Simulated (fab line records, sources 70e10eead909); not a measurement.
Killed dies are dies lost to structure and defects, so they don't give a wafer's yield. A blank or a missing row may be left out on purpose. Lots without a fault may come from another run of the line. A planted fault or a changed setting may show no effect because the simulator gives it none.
fab line records | flow nand_harc | part 2 of 2: steps 24 to 36 of 36
record lots=5 wafers=15 last_day=32
route steps=1302 shown A_STAIRCASE@825
lots that met no fault: from a run of the same line without faults
start_h: hours from the record's first day to the start of the lot's first wafer shown | wait_h: hours since the lot's step before | " the same as in the row above | L1.1+2: a row that stands for several wafers | - no value, or no start given | * or withheld: withheld | < > ~ a bound
route shown NAME@n: a module of which the file shows steps, and the number in the route of the first | usual: mean/standard deviation of fault-free wafers | same: alike in all rows | chamber/n: place in a boat | sites: the reading at each site | _std_site: their standard deviation | _edge_site: outer sites' mean less inner sites' | radius_mm: how far each site lies from the wafer's centre | mask NAME#n: copy n | behind: the tool/chamber that last shaped the wafer | hold: why the lot was held/for how many hours/how that ended | device: the transistor (n, p or np) that didn't switch | end of line: the same wafers' tests at the end of the route | a step without rows: its recipe alone | killed: dies lost to structure and defects at the first sort, not the wafer's yield | map: a wafer's dies, x killed, . not, _ none there
set.NAME: the setting as run; set.NAME@STEP: as run at that earlier step | model.NAME: the simulator's own value behind a step, which no gauge read
lots at some steps of the route; a table a step, a row a wafer
services: from which hour (start_h, from the record's first day; less than 0 if before it) a tool's chamber was out of use, for how many hours, and why
## steps
# step NHARC_A_STAIRCASE_DEP_151
# recipe target_thk_a=72000 temp_c=400 target_thk_nm=7200 teos_flow_sccm=200 rf_w=500 material=SiO2
# usual heater_power_w=621/120
# columns lot.wafer tool chamber start_h wait_h heater_power_w
L075.2 pecvd-03 1 409.29 0.4 828
L075.5 " 1 " " 811
L075.6 " 2 " " 589
L074.1 pecvd-03 2 413.25 0.5 659
L074.6 " 2 " " 596
L074.5 " 0 " " 542
L077.1 pecvd-03 0 446.87 0.4 603
L077.4 " 1 " " 785
L077.5 " 2 " " 605
L092.3 pecvd-01 1 580.49 0.4 673
L092.1 " 0 " " 642
L092.6 " 2 " " 556
L095.1 pecvd-03 0 619.32 0.4 621
L095.3 " 1 " " 860
L095.6 " 0 " " 592
# step NHARC_A_STAIRCASE_ANNEAL_320
# recipe temp_c=750 time_s=1800
# columns lot.wafer tool chamber start_h wait_h
L075.2+5+6 furnace-06 0 413.03 -
L074.1+5+6 furnace-04 0 418.42 -
L077.1+4+5 furnace-05 0 452.11 -
L092.1+3+6 furnace-06 0 584.24 -
L095.1+3+6 furnace-05 0 620.49 -
# step NHARC_A_STAIRCASE_DEP_322
# recipe target_thk_a=72000 temp_c=400 target_thk_nm=7200 teos_flow_sccm=200 rf_w=500 material=SiO2
# usual heater_power_w=605/130
# columns lot.wafer tool chamber start_h wait_h heater_power_w
L075.2 pecvd-03 1 416.46 0.1 976
L075.6 " 1 " " 808
L075.5 " 0 " " 553
L074.1 pecvd-03 0 421.97 0.2 621
L074.6 " 2 " " 590
L074.5 " 0 " " 546
L077.1 pecvd-02 0 455.48 0.1 604
L077.4 " 0 " " 552
L077.5 " 2 " " 386
L092.3 pecvd-01 1 587.64 0.1 564
L092.1 " 2 " " 649
L092.6 " 1 " " 550
L095.1 pecvd-03 2 623.90 0.1 636
L095.3 " 1 " " 845
L095.6 " 1 " " 735
# step NHARC_A_STAIRCASE_ANNEAL_323
# recipe temp_c=750 time_s=1800
# columns lot.wafer tool chamber start_h wait_h
L075.2+5+6 furnace-06 0 420.20 -
L074.1+5+6 furnace-05 0 426.56 -
L077.1+4+5 furnace-06 0 461.90 6.3
L092.1+3+6 furnace-06 0 591.90 -
L095.1+3+6 furnace-04 0 630.21 -
# step NHARC_A_STAIRCASE_DEP_325
# recipe target_thk_a=72000 temp_c=400 target_thk_nm=7200 teos_flow_sccm=200 rf_w=500 material=SiO2
# usual heater_power_w=606/110
# columns lot.wafer tool chamber start_h wait_h heater_power_w
L075.2 pecvd-01 0 423.80 0.3 728
L075.5 " 2 " " 547
L075.6 " 0 " " 561
L074.1 pecvd-03 0 430.06 0.2 676
L074.6 " 2 " " 590
L074.5 " 1 " " 781
L077.1 pecvd-01 2 465.53 0.3 708
L077.4 " 1 " " 522
L077.5 " 2 " " 541
L092.3 pecvd-01 1 595.27 0.1 679
L092.1 " 0 " " 724
L092.6 " 0 " " 595
L095.1 pecvd-03 2 633.58 0.1 691
L095.3 " 1 " " 806
L095.6 " 1 " " 731
# step NHARC_A_STAIRCASE_ANNEAL_326
# recipe temp_c=750 time_s=1800
# columns lot.wafer tool chamber start_h wait_h
L075.2+5+6 furnace-05 0 429.54 -
L074.1+5+6 furnace-04 0 434.42 -
L077.1+4+5 furnace-05 0 470.73 -
L092.1+3+6 furnace-04 0 599.72 -
L095.1+3+6 furnace-05 0 637.54 -
# step NHARC_A_STAIRCASE_DEHYDRATE_433
# recipe temp_c=150 time_s=120
# usual resist_line_temp_C=23.03/0.11
# columns lot.wafer tool chamber start_h wait_h resist_line_temp_C
L075.2 litho_track-05 0 432.91 0.1 23.02
L075.5 " 0 " " 22.97
L075.6 " 0 " " 23.09
L074.1 litho_track-07 0 437.81 0.1 23.19
L074.5 " 0 " " 23.14
L074.6 " 0 " " 23.08
L077.1 litho_track-07 0 474.09 0.1 23.15
L077.4 " 0 " " 23.11
L077.5 " 0 " " 23.12
L092.1 litho_track-05 0 603.13 0.1 22.94
L092.3 " 0 " " 23.03
L092.6 " 0 " " 22.95
L095.1 litho_track-05 0 640.95 0.1 23.14
L095.3 " 0 " " 23.12
L095.6 " 0 " " 22.96
# step NHARC_A_STAIRCASE_HMDS_434
# recipe time_s=30
# usual resist_line_temp_C=22.99/0.11
# columns lot.wafer tool chamber start_h wait_h resist_line_temp_C
L075.2 litho_track-05 0 - - 23.01
L075.5 " 0 " " 22.95
L075.6 " 0 " " 22.95
L074.1 litho_track-07 0 - - 23.02
L074.5 " 0 " " 22.98
L074.6 " 0 " " 22.97
L077.1 litho_track-07 0 - - 22.86
L077.4 " 0 " " 22.92
L077.5 " 0 " " 22.97
L092.1 litho_track-05 0 - - 22.94
L092.3 " 0 " " 22.99
L092.6 " 0 " " 22.89
L095.1 litho_track-05 0 - - 23.06
L095.3 " 0 " " 23.02
L095.6 " 0 " " 23.04
# step NHARC_A_STAIRCASE_COAT_435
# recipe spin_rpm=1200
# usual resist_line_temp_C=23.00/0.084
# columns lot.wafer tool chamber start_h wait_h resist_line_temp_C
L075.2 litho_track-05 0 - - 23.07
L075.5 " 0 " " 22.91
L075.6 " 0 " " 23.06
L074.1 litho_track-07 0 - - 23.10
L074.5 " 0 " " 22.99
L074.6 " 0 " " 22.97
L077.1 litho_track-07 0 - - 22.99
L077.4 " 0 " " 23.10
L077.5 " 0 " " 22.86
L092.1 litho_track-05 0 - - 22.94
L092.3 " 0 " " 22.98
L092.6 " 0 " " 22.99
L095.1 litho_track-05 0 - - 22.98
L095.3 " 0 " " 23.01
L095.6 " 0 " " 23.13
# step NHARC_A_STAIRCASE_SOFTBAKE_436
# recipe temp_c=135 time_s=170
# usual resist_line_temp_C=23.00/0.09
# columns lot.wafer tool chamber start_h wait_h resist_line_temp_C
L075.2 litho_track-05 0 - - 23.08
L075.5 " 0 " " 22.85
L075.6 " 0 " " 23.14
L074.1 litho_track-07 0 - - 23.00
L074.5 " 0 " " 22.91
L074.6 " 0 " " 23.01
L077.1 litho_track-07 0 - - 22.81
L077.4 " 0 " " 22.99
L077.5 " 0 " " 23.01
L092.1 litho_track-05 0 - - 22.90
L092.3 " 0 " " 22.97
L092.6 " 0 " " 22.92
L095.1 litho_track-05 0 - - 23.04
L095.3 " 0 " " 23.00
L095.6 " 0 " " 23.09
# step NHARC_A_STAIRCASE_EBR_437
# usual resist_line_temp_C=22.99/0.12
# columns lot.wafer tool chamber start_h wait_h resist_line_temp_C
L075.2 litho_track-05 0 - - 23.15
L075.5 " 0 " " 23.18
L075.6 " 0 " " 23.08
L074.1 litho_track-07 0 - - 23.01
L074.5 " 0 " " 22.76
L074.6 " 0 " " 23.15
L077.1 litho_track-07 0 - - 22.94
L077.4 " 0 " " 22.91
L077.5 " 0 " " 22.83
L092.1 litho_track-05 0 - - 23.16
L092.3 " 0 " " 23.03
L092.6 " 0 " " 23.10
L095.1 litho_track-05 0 - - 22.93
L095.3 " 0 " " 23.05
L095.6 " 0 " " 22.91
# step NHARC_A_STAIRCASE_EXPOSE_438
# recipe na=0.5 dose_mj=28.97 mask_id=STAIR_REV
# columns lot.wafer tool chamber start_h wait_h mask
L075.2+5+6 krf_scanner-02 0 433.25 - STAIR_REV#0
L074.1+5+6 krf_scanner-03 0 438.14 - STAIR_REV#0
L077.1+4+5 krf_scanner-02 0 474.43 - STAIR_REV#0
L092.1+3+6 krf_scanner-03 0 603.63 - STAIR_REV#0
L095.1+3+6 krf_scanner-03 0 641.30 - STAIR_REV#0
# step NHARC_A_STAIRCASE_PEB_439
# recipe peb_temp_c=115 peb_time_s=130
# usual resist_line_temp_C=23.00/0.1
# columns lot.wafer tool chamber start_h wait_h resist_line_temp_C
L075.2 litho_track-02 0 433.31 0.1 23.08
L075.5 " 0 " " 23.17
L075.6 " 0 " " 22.96
L074.1 litho_track-05 0 438.21 0.1 22.96
L074.5 " 0 " " 22.89
L074.6 " 0 " " 22.96
L077.1 litho_track-07 0 474.49 0.1 22.97
L077.4 " 0 " " 22.93
L077.5 " 0 " " 23.06
L092.1 litho_track-02 0 603.69 0.1 23.03
L092.3 " 0 " " 22.92
L092.6 " 0 " " 22.98
L095.1 litho_track-07 0 641.36 0.1 22.92
L095.3 " 0 " " 23.16
L095.6 " 0 " " 23.20
## services
# columns tool chamber start_h hours kind
pecvd-03 - 376.59 5.1 repair
pecvd-03 2 384.68 16.1 repair
wet_bench-03 - 386.40 8.0 pm
wet_bench-01 - 391.99 4.8 repair
rie_diel-05 3 399.97 5.3 repair
rie_diel-07 1 400.98 15.2 repair
rie_diel-05 - 407.97 9.0 pm
litho_track-07 - 426.00 7.0 pm
rie_diel-05 3 438.00 8.6 repair
rie_diel-05 1 447.27 2.6 repair
wet_bench-01 - 453.60 8.0 pm
rie_diel-07 - 471.39 9.0 pm
litho_track-05 - 474.00 7.0 pm
pecvd-03 0 480.89 9.1 repair
rie_diel-07 1 497.00 2.0 repair
rie_diel-07 2 505.24 65.9 repair
rie_diel-13 - 521.21 9.0 pm
pecvd-03 - 547.35 13.0 pm
rie_diel-05 - 584.97 9.0 pm
pecvd-03 0 588.85 17.7 repair
rie_diel-13 - 597.85 0.8 repair
litho_track-07 - 601.00 7.0 pm
rie_diel-05 2 602.38 11.2 repair
rie_diel-07 0 619.56 4.4 repair
